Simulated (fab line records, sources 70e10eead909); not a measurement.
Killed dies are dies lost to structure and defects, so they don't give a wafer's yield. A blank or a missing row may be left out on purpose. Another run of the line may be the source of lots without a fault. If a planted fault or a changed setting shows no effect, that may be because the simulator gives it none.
Matching of chambers ; flow nand_harc ; NHARC_THIN_TSV_DEP_43 on pecvd-04 has 3 sister chambers
The step deposits SiO2, target thk 1328.5 nm. 3 wafers are shown with their chamber, then 7 later ones without.

WAFERS, EACH WITH ITS CHAMBER
wafer;chamber;showerhead_vpp_V (V)
L720.1;1;1988
L725.1;2;1797
L725.3;0;1697

WAFERS WHOSE CHAMBER IS MISSING
wafer;showerhead_vpp_V (V)
L725.5;1732
L723.1;1744
L723.2;1959
L723.5;1813
L729.2;1793
L729.3;2001
L729.6;1999

WHICH CHAMBER EACH ONE RAN IN
wafer;from the rows above;in truth
L725.5;can't be placed: 0 or 2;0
L723.1;can't be placed: 0 or 2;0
L723.2;1;1
L723.5;2;2
L729.2;2;2
L729.3;1;1
L729.6;1;1
Correctly placed: 5 of 7. Unplaceable from these rows: 2, with the true chamber sitting among the candidates in 2. Placed wrongly: 0.
How it was worked out, from the rows above alone: a wafer's distance from a chamber is the root of the sum, over the readings, of the square of ((its reading less the chamber's mean) divided by the reading's scatter). If the next closest chamber is less than 2 further off than the closest, the wafer can't be placed; otherwise it belongs to the closest. A chamber's mean is the mean of its shown wafers. The scatter: root of mean squared gap, hidden wafer to nearest shown wafer, with one shown wafer a chamber.
